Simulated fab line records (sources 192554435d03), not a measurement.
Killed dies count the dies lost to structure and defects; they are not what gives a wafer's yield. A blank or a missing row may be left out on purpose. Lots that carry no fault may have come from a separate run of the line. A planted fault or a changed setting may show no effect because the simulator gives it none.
fab line records    flow n5Finfet
record lots=7  wafers=39
route steps=1938 shown PMOS_HMC_CHANNEL_EPI@57 FIN_SAQP@130 SD_EPI_P@321 SD_ACTIVATION@330 MOL_CONTACT_COAG@559 BEOL_M0_CUTY@711 BEOL_M2@882 BEOL_M5@1191 BEOL_M8@1348
startH: the number of hours between the record's first day and the start of the first shown wafer of the lot    waitH: time in hours since the lot's previous step    " repeats the value in the row above    L1.1+2: a single row standing in for several wafers    - no value present, or no start provided    * or withheld: withheld    < > ~ a bound
route shown NAME@n: names a module that has steps shown in the file, with the first one's number in the route    usual: average and standard deviation across the fault-free wafers    same: alike in all rows    chamber/n: place in a boat    sites: readings site by site    _std_site: standard deviation of those values    _edge_site: inner sites' mean taken away from outer sites' mean    radiusMm: for every site, how far away it sits from the centre of the wafer    mask NAME#n: copy n    behind: the most recent tool/chamber to have shaped the wafer    hold: cause of the lot's hold/its duration in hours/its outcome    device: the transistor (n, p or np) that didn't switch    end of line: tests of these same wafers at the route's end    step lacking rows: just its recipe    killed: count of dies lost to structure and defects at first sort (not the wafer's yield)    map: dies across one wafer; x = killed, . = not, _ = none there
set.NAME: the setting the step ran with; set.NAME@STEP: the setting that earlier step ran with    model.NAME: the simulator's own value behind a step, which no gauge read
lots run with intentionally changed settings; tables by step, rows by wafer
## steps
# step N5_PMOS_HMC_CHANNEL_EPI_HM_DEP_34
# recipe material=SiO2  targetThkA=360  tempC=400  precursor=TEOS/O2  pressureTorr=6.5  rfW=900  teosFlowSccm=161.4  gas=O2  flowSccm=2650  timeS=6.9
lot.wafer  tool      chamber  startH  waitH  set.targetThkA  model.SiO2_of_PMOS_HMC_CHANNEL_EPI_HM_DEP_34.thkNm
L080.1     pecvd-02  2        53.13   0.0    360             36.22
L080.2     "         0        "       "      360             35.91
L080.3     "         1        "       "      242.9           23.7
L080.4     "         1        "       "      242.9           24.04
L080.5     "         2        "       "      242.9           25.26
L080.6     "         0        "       "      360             36.39
L082.1     pecvd-03  1        65.20   0.0    565.8           55.85
L082.2     "         0        "       "      565.8           56.19
L082.3     "         2        "       "      360             35.47
L082.4     "         2        "       "      360             35.84
L082.5     "         1        "       "      565.8           56.68
L082.6     "         0        "       "      360             35.61
L083.1     pecvd-04  1        71.64   0.0    360             35.4
L083.2     "         0        "       "      360             35.25
L083.5     "         2        "       "      360             36.02
L085.1     pecvd-03  0        82.95   0.0    419.9           41.06
L085.2     "         2        "       "      419.9           41.15
L085.3     "         1        "       "      419.9           41.52
L085.4     "         2        "       "      360             35.63
L085.5     "         1        "       "      360             36.14
L085.6     "         0        "       "      360             35.92
L088.1     pecvd-02  2        100.46  0.0    360             36.46
L088.2     "         0        "       "      360             35.34
L088.3     "         1        "       "      360             34.5
L088.4     "         0        "       "      360             35.8
L088.5     "         1        "       "      360             34.73
L088.6     "         2        "       "      360             37
L091.1     pecvd-03  2        119.00  0.0    360             34.75
L091.2     "         1        "       "      256.4           25.01
L091.3     "         0        "       "      360             34.78
L091.4     "         2        "       "      360             35.52
L091.5     "         1        "       "      256.4           25.21
L091.6     "         0        "       "      256.4           24.73
L092.1     pecvd-03  0        124.67  0.1    360             35.35
L092.2     "         2        "       "      183.1           18.39
L092.3     "         1        "       "      183.1           18.19
L092.4     "         2        "       "      183.1           18.34
L092.5     "         0        "       "      360             35.59
L092.6     "         1        "       "      360             36.76
# step N5_FIN_SAQP_ETCH_65
# recipe chemistry=CF4  target=SiO2  targetDepthA=40  ionEnergyEv=350  timeS=4.4  pressureMtorr=10  icpW=800  biasW=400  cf4FlowSccm=80
lot.wafer  tool      chamber  startH  waitH  set.timeS  model.etch.depthNm
L080.1     rieSi-01  0        60.67   0.1    4.4        4.08
L080.2     "         3        "       "      6.912      6.128
L080.3     "         1        "       "      6.912      6.07
L080.4     "         2        "       "      4.4        3.736
L080.5     "         1        "       "      6.912      6.083
L080.6     "         2        "       "      4.4        3.74
L082.1     rieSi-03  0        72.99   0.1    4.4        4.015
L082.2     "         3        "       "      6.178      5.897
L082.3     "         1        "       "      6.178      5.446
L082.4     "         2        "       "      6.178      5.362
L082.5     "         0        "       "      4.4        3.993
L082.6     "         1        "       "      4.4        3.907
L083.1     rieSi-01  0        79.90   0.1    4.4        4.194
L083.2     "         3        "       "      4.4        3.981
L083.5     "         2        "       "      4.4        3.813
L085.1     rieSi-01  1        90.18   0.1    4.4        3.945
L085.2     "         2        "       "      4.4        3.805
L085.3     "         3        "       "      4.4        3.949
L085.4     "         0        "       "      4.4        4.167
L085.5     "         0        "       "      4.4        4.191
L085.6     "         1        "       "      4.4        3.93
L088.1     rieSi-01  0        107.83  0.1    4.4        4.131
L088.2     "         2        "       "      4.4        3.829
L088.3     "         1        "       "      4.4        3.99
L088.4     "         3        "       "      3.073      2.797
L088.5     "         0        "       "      3.073      2.881
L088.6     "         1        "       "      3.073      2.803
L091.1     rieSi-03  1        127.31  0.1    3.013      2.734
L091.2     "         3        "       "      3.013      2.827
L091.3     "         0        "       "      4.4        3.982
L091.4     "         2        "       "      4.4        3.83
L091.5     "         0        "       "      3.013      2.741
L091.6     "         3        "       "      4.4        4.168
L092.1     rieSi-01  0        132.20  0.1    5.942      5.551
L092.2     "         1        "       "      5.942      5.343
L092.3     "         2        "       "      4.4        3.804
L092.4     "         3        "       "      4.4        3.981
L092.5     "         1        "       "      5.942      5.354
L092.6     "         2        "       "      4.4        3.826
# step N5_SD_EPI_P_EPI_21
# recipe material=SiGe:B  dopant=B  tempC=550  pressureTorr=20  ambient=H2  timeS=355
lot.wafer  tool         chamber  startH  waitH  set.timeS  model.SiGe-B_of_SD_EPI_P_EPI_21.thkNm
L080.1+6   epiRpcvd-03  0        91.88   0.1    199.1      37.8
L080.2     "            0        "       "      355        62.4
L080.3     "            0        "       "      355        61.2
L080.4     "            0        "       "      355        61.4
L080.5     "            0        "       "      199.1      37.2
L082.1+3   epiRpcvd-01  0        107.66  0.1    416        67.6
L082.2     "            0        "       "      355        60.8
L082.4     "            0        "       "      355        61.2
L082.5     "            0        "       "      355        60.4
L082.6     "            0        "       "      416        67.8
L083.1     epiRpcvd-04  0        109.63  0.1    355        60.4
L083.2     "            0        "       "      355        61
L083.5     "            0        111.07  1.5    355        61.6
L085.1     epiRpcvd-01  0        119.34  0.1    355        60.8
L085.2     "            0        "       "      355        59.6
L085.3     "            0        "       "      355        60.4
L085.4     "            0        "       "      355        59.8
L085.5+6   "            0        "       "      355        60
L088.1+3   epiRpcvd-03  0        140.22  0.2    267.8      50.2
L088.2+4   "            0        "       "      355        61.4
L088.5     "            0        142.14  2.0    267.8      51.4
L088.6     "            0        "       "      355        61.2
L091.1     epiRpcvd-03  0        157.40  0.1    412.6      67.8
L091.2     "            0        "       "      412.6      69
L091.3     "            0        "       "      355        61.6
L091.4     "            0        "       "      355        62.4
L091.5     "            0        "       "      355        61
L091.6     "            0        "       "      412.6      68.6
L092.1     epiRpcvd-01  0        161.84  0.1    514.4      77.2
L092.2     "            0        "       "      355        59.8
L092.3     "            0        "       "      514.4      76.8
L092.4     "            0        "       "      355        59.4
L092.5     "            0        "       "      355        59.6
L092.6     "            0        "       "      514.4      77
# step N5_SD_EPI_P_EPI_MEAS_23
# recipe mode=xrd
# usual thkNm=61.0/1.5
lot.wafer  tool          chamber  startH  waitH  set.timeS@SD_EPI_P_EPI_21  thkNm
L080.1     filmMetro-01  -        94.08   1.9    199.1                      37.1
L080.2     "             -        "       "      355                        62.6
L080.3     "             -        "       "      355                        61.0
L080.4     "             -        "       "      355                        62.0
L080.5     "             -        "       "      199.1                      38.2
L080.6     "             -        "       "      199.1                      37.6
L082.1     filmMetro-02  -        109.85  1.8    416                        68.6
L082.2     "             -        "       "      355                        60.3
L082.3     "             -        "       "      416                        67.1
L082.4     "             -        "       "      355                        61.7
L082.5     "             -        "       "      355                        59.1
L082.6     "             -        "       "      416                        68.9
L083.1     filmMetro-01  -        111.85  1.9    355                        61.6
L083.2     "             -        "       "      355                        61.6
L083.5     "             -        "       "      355                        63.8
L085.1     filmMetro-02  -        121.54  1.8    355                        58.9
L085.2     "             -        "       "      355                        60.0
L085.3     "             -        "       "      355                        60.7
L085.4     "             -        "       "      355                        59.5
L085.5     "             -        "       "      355                        57.5
L085.6     "             -        "       "      355                        59.4
L088.1     filmMetro-02  -        143.13  2.5    267.8                      51.6
L088.2     "             -        "       "      355                        60.5
L088.3     "             -        "       "      267.8                      51.3
L088.4     "             -        "       "      355                        63.1
L088.5     "             -        "       "      267.8                      51.2
L088.6     "             -        "       "      355                        60.9
L091.1     filmMetro-01  -        159.61  1.9    412.6                      67.1
L091.2     "             -        "       "      412.6                      68.7
L091.3     "             -        "       "      355                        62.0
L091.4     "             -        "       "      355                        60.6
L091.5     "             -        "       "      355                        63.3
L091.6     "             -        "       "      412.6                      67.6
L092.1     filmMetro-01  -        164.03  1.8    514.4                      76.5
L092.2     "             -        "       "      355                        59.1
L092.3     "             -        "       "      514.4                      77.4
L092.4     "             -        "       "      355                        60.9
L092.5     "             -        "       "      355                        59.3
L092.6     "             -        "       "      514.4                      76.2
# step N5_SD_EPI_P_HM_STRIP_48
# recipe chemistry=H3PO4  tempC=160  material=SiNx  target=SiNx  targetDepthA=30  overetchFraction=0.3
lot.wafer  tool         chamber  startH  waitH  set.timeS@SD_EPI_P_EPI_21  model.SiGe-B_of_SD_EPI_P_EPI_21.thkNm
L080.1+6   wetBench-06  0,4      94.12   0.0    199.1                      37.6
L080.2     "            5        "       "      355                        62
L080.3+4   "            3,6      "       "      355                        61
L080.5     "            7        "       "      199.1                      37
L082.1+3   wetBench-06  3,0      109.89  0.0    416                        67.2
L082.2     "            2        "       "      355                        60.4
L082.4     "            5        "       "      355                        60.8
L082.5     "            1        "       "      355                        60.2
L082.6     "            4        "       "      416                        67.4
L083.1     wetBench-06  6        111.88  0.0    355                        60.2
L083.2     "            1        "       "      355                        60.6
L083.5     "            4        "       "      355                        61.2
L085.1     wetBench-01  5        121.57  0.0    355                        60.6
L085.2+4   "            2,6      "       "      355                        59.4
L085.3     "            1        "       "      355                        60
L085.5     "            7        "       "      355                        59.8
L085.6     "            0        "       "      355                        59.6
L088.1     wetBench-06  0        143.17  0.0    267.8                      50
L088.2+6   "            3,1      "       "      355                        61
L088.3     "            2        "       "      267.8                      49.8
L088.4     "            7        "       "      355                        61.2
L088.5     "            6        "       "      267.8                      51.2
L091.1     wetBench-06  7        159.65  0.0    412.6                      67.6
L091.2     "            2        "       "      412.6                      68.6
L091.3     "            5        "       "      355                        61.2
L091.4     "            1        "       "      355                        62
L091.5     "            0        "       "      355                        60.8
L091.6     "            6        "       "      412.6                      68.4
L092.1     wetBench-06  0        164.07  0.0    514.4                      76.8
L092.2     "            4        "       "      355                        59.6
L092.3     "            2        "       "      514.4                      76.4
L092.4+5   "            1,7      "       "      355                        59.2
L092.6     "            3        "       "      514.4                      76.6
# step N5_SD_EPI_P_SRD_49
# recipe dry=ipaMarangoni  timeS=30  tempC=23  rinseLiquid=diw
# step N5_SD_EPI_P_PRECLEAN_24
# recipe chemistry=O3/DIW  timeS=45  tempC=22  o3Ppm=10
# step N5_SD_ACTIVATION_RTA_00
# recipe tempC=975  timeS=0  ambient=N2  idleTempC=600  rampUpCPerS=150  rampDownCPerS=60  coolToC=600
# step N5_SD_ACTIVATION_LSA_01
# recipe tempC=1080  timeS=0.0008  ambient=N2
# step N5_SD_ACTIVATION_RS_MEAS_03
# recipe thkMeasGauge=four-point-probe
# usual RS_SD_N=21.81/0.27  RS_SD_P=56.0/1.2
lot.wafer  tool          chamber  startH  waitH  set.timeS@SD_EPI_P_EPI_21  RS_SD_N[ohm/sq]  RS_SD_P[ohm/sq]
L080.1     filmMetro-02  -        94.79   0.2    199.1                      21.72            89.9
L080.2     "             -        "       "      355                        21.60            54.2
L080.3     "             -        "       "      355                        21.46            55.2
L080.4     "             -        "       "      355                        21.71            54.6
L080.5     "             -        "       "      199.1                      21.62            92.0
L080.6     "             -        "       "      199.1                      21.88            89.2
L082.1     filmMetro-01  -        110.47  0.2    416                        21.98            50.1
L082.2     "             -        "       "      355                        22.21            55.4
L082.3     "             -        "       "      416                        21.81            50.3
L082.4     "             -        "       "      355                        21.97            55.7
L082.5     "             -        "       "      355                        21.85            55.9
L082.6     "             -        "       "      416                        22.04            50.1
L083.1     filmMetro-01  -        112.45  0.2    355                        21.43            56.5
L083.2     "             -        "       "      355                        21.48            55.7
L083.5     "             -        "       "      355                        21.85            55.1
L085.1     filmMetro-01  -        122.21  0.2    355                        21.91            56.4
L085.2     "             -        "       "      355                        22.00            57.1
L085.3     "             -        "       "      355                        22.29            55.6
L085.4     "             -        "       "      355                        22.05            56.8
L085.5     "             -        "       "      355                        21.98            57.0
L085.6     "             -        "       "      355                        22.18            56.9
L088.1     filmMetro-02  -        143.91  0.2    267.8                      21.95            67.7
L088.2     "             -        "       "      355                        22.68            54.8
L088.3     "             -        "       "      267.8                      22.21            67.7
L088.4     "             -        "       "      355                        22.24            55.3
L088.5     "             -        "       "      267.8                      22.43            65.1
L088.6     "             -        "       "      355                        21.79            55.1
L091.1     filmMetro-01  -        160.23  0.2    412.6                      21.89            50.3
L091.2     "             -        "       "      412.6                      22.13            49.1
L091.3     "             -        "       "      355                        22.43            55.1
L091.4     "             -        "       "      355                        22.12            54.4
L091.5     "             -        "       "      355                        22.16            55.1
L091.6     "             -        "       "      412.6                      22.34            50.0
L092.1     filmMetro-02  -        164.68  0.2    514.4                      21.78            43.9
L092.2     "             -        "       "      355                        22.12            56.5
L092.3     "             -        "       "      514.4                      22.09            44.4
L092.4     "             -        "       "      355                        22.05            57.2
L092.5     "             -        "       "      355                        22.26            56.6
L092.6     "             -        "       "      514.4                      21.88            44.2
# step N5_MOL_CONTACT_COAG_ALD_27
# recipe material=SiOC  targetThkA=170  tempC=400  aldPrecursorFamily=carbosiloxane  aldCoReactant=H2-plasma  pulseTimeS=1.5  timeS=2720  purgeTimeS=2  coReactantPurgeTimeS=2  aldCycles=340  pressureTorr=2
lot.wafer         tool       chamber      startH  waitH  set.timeS  model.SiOC_of_MOL_CONTACT_COAG_ALD_27.thkNm
L080.1+3+6        aldSin-01  3,0,1        130.59  0.0    2720       17
L080.2            "          1            "       "      2036       12.6
L080.4+5          "          2,0          "       "      2036       12.8
L082.1+4+5        aldSin-03  0,2,3        144.45  0.1    3646       17
L082.2+3+6        "          3,1,2        "       "      2720       17
L083.1+5          aldSin-03  3,2          149.46  0.0    2720       17
L083.2            "          1            "       "      2720       17.2
L085.1+2+6        aldSin-04  1,2,1        159.91  1.4    2720       17
L085.3+4+5        "          0,3,0        "       "      1145       7.2
L088.1            aldSin-04  2            178.83  0.0    1528       9.4
L088.2+3+4        "          3,0,1        "       "      2720       17
L088.5+6          "          2,3          "       "      1528       9.6
L091.1+2+3+6      aldSin-01  1,3,2,3      199.43  0.0    2720       17
L091.4+5          "          0            "       "      2720       17.2
L092.1+2+3+4+5+6  aldSin-03  0,3,2,1,1,0  201.15  1.3    2720       17
# step N5_BEOL_M0_CUTY_DESCUM_61
# recipe chemistry=O2  timeS=7.9  sourcePowerW=50  biasPowerW=20  pressureMtorr=20  rfFrequencyHz=2.712e+07  tempC=40  resist=CAR-ArF-block  o2FlowSccm=225
lot.wafer   tool        chamber  startH  waitH  set.timeS  model.CAR-ArF-block_of_BEOL_M0_CUTY_COAT_51.thkNm
L080.1+2+3  rieDiel-06  0,3,2    147.28  0.0    7.9        143.4
L080.4      "           1        "       "      6.624      144.2
L080.5+6    "           3,2      "       "      6.624      144
L082.1      rieDiel-06  0        162.24  0.0    7.9        143.4
L082.2      "           2        "       "      7.9        143.2
L082.3      "           3        "       "      7.9        142.8
L082.4      "           1        "       "      5.842      145
L082.5+6    "           1,0      "       "      5.842      144.6
L083.1      rieDiel-04  1        166.84  0.0    7.9        144.8
L083.2      "           2        "       "      7.9        144.4
L083.5      "           0        "       "      7.9        144
L085.1      rieDiel-06  2        180.34  0.0    6.341      144.8
L085.2      "           1        "       "      7.9        144.2
L085.3      "           0        "       "      6.341      145
L085.4+5    "           3,0      "       "      7.9        143.8
L085.6      "           1        "       "      6.341      144.6
L088.1      rieDiel-04  3        197.56  0.2    7.9        143.6
L088.2      "           1        "       "      7.9        143.8
L088.3      "           2        "       "      12.59      140.8
L088.4      "           1        "       "      12.59      140.2
L088.5      "           2        "       "      12.59      140.6
L088.6      "           3        "       "      7.9        143.2
L091.1+3    rieDiel-05  3,1      221.03  0.0    10.1       142.4
L091.2      "           2        "       "      7.9        144.2
L091.4      "           0        "       "      7.9        144.6
L091.5      "           1        "       "      10.1       142.6
L091.6      "           2        "       "      7.9        144
L092.1      rieDiel-04  2        221.45  0.0    7.9        144.2
L092.2+6    "           0        "       "      3.479      146.4
L092.3      "           3        "       "      3.479      146
L092.4      "           1        "       "      7.9        143.4
L092.5      "           3        "       "      7.9        143
# step N5_BEOL_M0_CUTY_ETCH_62
# recipe chemistry=CF4  target=SiARC  maskMaterial=CAR-ArF-block  timeS=58.5  ionEnergyEv=80  pressureMtorr=40  sourceW=545  biasW=36  Ar_flow_sccm=100  cf4FlowSccm=100  ends=cleared
lot.wafer  tool        chamber  startH  waitH  set.timeS@BEOL_M0_CUTY_DESCUM_61  model.CAR-ArF-block_of_BEOL_M0_CUTY_COAT_51.thkNm
L080.1+3   rieDiel-06  0,2      147.32  0.0    7.9                               118.2
L080.2     "           3        "       "      7.9                               118.4
L080.4+6   "           1,2      "       "      6.624                             119
L080.5     "           3        "       "      6.624                             118.8
L082.1     rieDiel-06  0        162.28  0.0    7.9                               118.4
L082.2     "           2        "       "      7.9                               118.2
L082.3     "           3        "       "      7.9                               117.8
L082.4     "           1        "       "      5.842                             120
L082.5     "           1        "       "      5.842                             119.4
L082.6     "           0        "       "      5.842                             119.6
L083.1     rieDiel-04  1        166.87  0.0    7.9                               119.8
L083.2     "           2        "       "      7.9                               119.4
L083.5     "           0        "       "      7.9                               118.8
L085.1+3   rieDiel-06  2,0      180.38  0.0    6.341                             119.8
L085.2     "           1        "       "      7.9                               119
L085.4     "           3        "       "      7.9                               118.8
L085.5     "           0        "       "      7.9                               118.6
L085.6     "           1        "       "      6.341                             119.6
L088.1+2   rieDiel-04  3,1      197.60  0.0    7.9                               118.6
L088.3+5   "           2        "       "      12.59                             115.6
L088.4     "           1        "       "      12.59                             115
L088.6     "           3        "       "      7.9                               118.2
L091.1+3   rieDiel-05  3,1      221.06  0.0    10.1                              117.2
L091.2     "           2        "       "      7.9                               119.2
L091.4     "           0        "       "      7.9                               119.4
L091.5     "           1        "       "      10.1                              117.4
L091.6     "           2        "       "      7.9                               118.8
L092.1     rieDiel-04  2        221.49  0.0    7.9                               119.2
L092.2     "           0        "       "      3.479                             121.4
L092.3     "           3        "       "      3.479                             121
L092.4     "           1        "       "      7.9                               118.2
L092.5     "           3        "       "      7.9                               118
L092.6     "           0        "       "      3.479                             121.2
# step N5_BEOL_M2_ALD_98
# recipe material=SiO2  targetThkA=25  tempC=100  aldPrecursorFamily=BDEAS  aldCoReactant=O2-plasma  pulseTimeS=1  coReactantPulseTimeS=1  purgeTimeS=2  coReactantPurgeTimeS=2  aldCycles=17  pressureTorr=2
lot.wafer   tool       chamber  startH  waitH  set.aldCycles  model.SiO2_of_BEOL_M2_ALD_98.thkNm
L080.1+5    aldSin-04  2,0      166.83  0.3    17             2.6
L080.2+3    "          3,1      "       "      25             3.8
L080.4      "          0        "       "      17             2.4
L080.6      "          1        "       "      25             3.6
L082.1+4+6  aldSin-04  1,2,1    187.08  0.2    8              1.2
L082.2+5    "          3,0      "       "      17             2.6
L082.3      "          0        "       "      17             2.4
L083.1+2+5  aldSin-02  2,1,2    188.22  0.6    17             2.6
L085.1+6    aldSin-04  2,0      204.41  0.6    17             2.4
L085.2+3+5  "          3,0,1    "       "      8              1.2
L085.4      "          1        "       "      17             2.6
L088.1+4    aldSin-02  0,3      226.28  0.1    17             2.4
L088.2+5+6  "          2,1,0    "       "      20             3
L088.3      "          1        "       "      17             2.6
L091.1      aldSin-03  2        247.44  1.0    17             2.6
L091.2+3    "          0,1      "       "      17             2.4
L091.4+5+6  "          3,2,1    "       "      9              1.4
L092.1+3+5  aldSin-04  3,1,3    252.36  0.1    25             3.6
L092.2+6    "          0        "       "      17             2.4
L092.4      "          2        "       "      17             2.6
# step N5_BEOL_M5_DEP_56
# recipe material=SiCN  targetThkA=80  tempC=withheld  precursor=3MS/NH3  pressureTorr=3  rfW=202  timeS=14
lot.wafer   tool      chamber  startH  waitH  set.timeS  model.SiCN_of_BEOL_M5_DEP_56.thkNm
L080.1      pecvd-03  1        215.36  0.0    14         7.8
L080.2+4    "         0        "       "      14         8
L080.3      "         1        "       "      7.778      4.6
L080.5+6    "         0,1      "       "      7.778      4.4
L082.1      pecvd-02  0        245.03  0.0    14         7.4
L082.2      "         1        "       "      14         7.8
L082.3+4+6  "         2,2,0    "       "      14         7.6
L082.5      "         1        "       "      14         8
L083.1+5    pecvd-02  0,2      251.82  0.0    14         7.8
L083.2      "         2        "       "      14         7.6
L085.1+2+4  pecvd-02  0,2,0    269.89  0.0    14         7.8
L085.3      "         1        "       "      8.32       5
L085.5      "         1        "       "      8.32       4.8
L085.6      "         2        "       "      8.32       4.6
L088.1+4    pecvd-03  2,0      280.56  0.0    14         7.8
L088.2      "         0        "       "      20.9       11.6
L088.3+6    "         1        "       "      20.9       12
L088.5      "         2        "       "      14         8.2
L091.1+6    pecvd-03  1,0      311.41  0.0    14         8
L091.2      "         0        "       "      14         7.8
L091.3+4+5  "         2,1,2    "       "      9.633      5.4
L092.1+4+6  pecvd-02  0,0,2    314.76  0.0    18.2       10.2
L092.2+5    "         1        "       "      14         8
L092.3      "         2        "       "      14         7.8
# step N5_BEOL_M8_DESCUM_16
# recipe chemistry=O2  timeS=7.9  sourcePowerW=50  biasPowerW=20  pressureMtorr=20  rfFrequencyHz=2.712e+07  tempC=40  resist=CAR-ArF  o2FlowSccm=225
lot.wafer   tool        chamber  startH  waitH  set.timeS  model.CAR-ArF_of_BEOL_M8_COAT_05.thkNm
L080.1+6    rieDiel-04  0        237.05  0.3    7.9        83.4
L080.2      "           3        "       "      7.9        83
L080.3      "           2        "       "      11.63      81.2
L080.4      "           3        "       "      11.63      81
L080.5      "           2        "       "      11.63      81.6
L082.1+5    rieDiel-04  0,2      263.60  0.0    9.514      83
L082.2+3+4  "           2,1,1    "       "      7.9        83.8
L082.6      "           0        "       "      9.514      82.8
L083.1      rieDiel-04  1        272.65  0.0    7.9        83.4
L083.2      "           2        "       "      7.9        83.6
L083.5      "           1        "       "      7.9        83.2
L085.1      rieDiel-04  3        286.92  0.0    7.9        83.4
L085.2      "           2        "       "      7.9        84
L085.3+4    "           0,1      "       "      5.068      85.4
L085.5      "           2        "       "      5.068      85.6
L085.6      "           3        "       "      7.9        83.8
L088.1+2+5  rieDiel-06  3,1,3    302.15  0.1    7.9        83.2
L088.3+6    "           2,1      "       "      7.9        83.4
L088.4      "           2        "       "      7.9        83.6
L091.1+2+5  rieDiel-04  0,3,3    335.12  0.1    7.9        83.4
L091.3+4+6  "           2,1,0    "       "      6.609      84.4
L092.1      rieDiel-05  2        341.48  0.5    12.5       81
L092.2+5    "           3        "       "      12.5       81.2
L092.3      "           1        "       "      7.9        84
L092.4+6    "           0        "       "      7.9        84.2
# step N5_BEOL_M8_ETCH_61
# recipe chemistry=CF4  target=SiARC  targetDepthA=455  maskMaterial=CAR-ArF  timeS=75.8  ionEnergyEv=80  pressureMtorr=40  sourceW=545  biasW=36  Ar_flow_sccm=100  cf4FlowSccm=100  ends=cleared
lot.wafer   tool        chamber  startH  waitH  set.timeS@BEOL_M8_DESCUM_16  model.CAR-ArF_of_BEOL_M8_COAT_05.thkNm
L080.1      rieDiel-04  0        237.08  0.0    7.9                          50.8
L080.2      "           3        "       "      7.9                          50.4
L080.3      "           2        "       "      11.63                        48.6
L080.4      "           3        "       "      11.63                        48.4
L080.5      "           2        "       "      11.63                        49
L080.6      "           0        "       "      7.9                          50.6
L082.1+5    rieDiel-04  0,2      263.63  0.0    9.514                        50.2
L082.2+3+4  "           2,1,1    "       "      7.9                          51
L082.6      "           0        "       "      9.514                        50
L083.1+2    rieDiel-04  1,2      272.68  0.0    7.9                          50.8
L083.5      "           1        "       "      7.9                          50.4
L085.1      rieDiel-04  3        286.95  0.0    7.9                          50.8
L085.2      "           2        "       "      7.9                          51.4
L085.3+4+5  "           0,1,2    "       "      5.068                        52.8
L085.6      "           3        "       "      7.9                          51.2
L088.1+5    rieDiel-06  3        302.18  0.0    7.9                          50.6
L088.2      "           1        "       "      7.9                          50.4
L088.3+4+6  "           2,2,1    "       "      7.9                          50.8
L091.1+2    rieDiel-04  3,0      335.16  0.0    7.9                          50.8
L091.3+4+6  "           1,2,0    "       "      6.609                        51.6
L091.5      "           3        "       "      7.9                          50.4
L092.1+5    rieDiel-05  2,3      341.51  0.0    12.5                         48.4
L092.2      "           3        "       "      12.5                         48.6
L092.3      "           1        "       "      7.9                          51.2
L092.4+6    "           0        "       "      7.9                          51.4
## key
split step=N5_PMOS_HMC_CHANNEL_EPI_HM_DEP_34  setting=targetThkA  stated=360  by=wafer
response step=N5_PMOS_HMC_CHANNEL_EPI_HM_DEP_34  reading=model.SiO2_of_PMOS_HMC_CHANNEL_EPI_HM_DEP_34.thkNm  change=+0.358  per=1%  r=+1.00
split step=N5_FIN_SAQP_ETCH_65  setting=timeS  stated=4.4  by=wafer
response step=N5_FIN_SAQP_ETCH_65  reading=model.etch.depthNm  change=+0.0399  per=1%  r=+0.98
split step=N5_SD_EPI_P_EPI_21  setting=timeS  stated=355  by=wafer
response step=N5_SD_EPI_P_EPI_21  reading=model.SiGe-B_of_SD_EPI_P_EPI_21.thkNm  change=+0.456  per=1%  r=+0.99
response step=N5_SD_EPI_P_EPI_MEAS_23  reading=thkNm  change=*  per=1%  r=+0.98
response step=N5_SD_EPI_P_HM_STRIP_48  reading=model.SiGe-B_of_SD_EPI_P_EPI_21.thkNm  change=+0.454  per=1%  r=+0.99
response step=N5_SD_ACTIVATION_RS_MEAS_03  reading=RS_SD_P  change=-0.508  per=1%  r=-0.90
split step=N5_MOL_CONTACT_COAG_ALD_27  setting=timeS  stated=2720  by=wafer
response step=N5_MOL_CONTACT_COAG_ALD_27  reading=model.SiOC_of_MOL_CONTACT_COAG_ALD_27.thkNm  shape=bent  atLowest=7.2  atStated=17.02  atHighest=17
split step=N5_BEOL_M0_CUTY_DESCUM_61  setting=timeS  stated=7.9  by=wafer
response step=N5_BEOL_M0_CUTY_DESCUM_61  reading=model.CAR-ArF-block_of_BEOL_M0_CUTY_COAT_51.thkNm  change=-0.0515  per=1%  r=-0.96
response step=N5_BEOL_M0_CUTY_ETCH_62  reading=model.CAR-ArF-block_of_BEOL_M0_CUTY_COAT_51.thkNm  change=-0.0521  per=1%  r=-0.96
split step=N5_BEOL_M2_ALD_98  setting=aldCycles  stated=17  by=wafer
response step=N5_BEOL_M2_ALD_98  reading=model.SiO2_of_BEOL_M2_ALD_98.thkNm  change=+0.0244  per=1%  r=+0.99
split step=N5_BEOL_M5_DEP_56  setting=timeS  stated=14  by=wafer
response step=N5_BEOL_M5_DEP_56  reading=model.SiCN_of_BEOL_M5_DEP_56.thkNm  change=+0.0778  per=1%  r=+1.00
split step=N5_BEOL_M8_DESCUM_16  setting=timeS  stated=7.9  by=wafer
response step=N5_BEOL_M8_DESCUM_16  reading=model.CAR-ArF_of_BEOL_M8_COAT_05.thkNm  change=-0.0481  per=1%  r=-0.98
response step=N5_BEOL_M8_ETCH_61  reading=model.CAR-ArF_of_BEOL_M8_COAT_05.thkNm  change=-0.0462  per=1%  r=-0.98
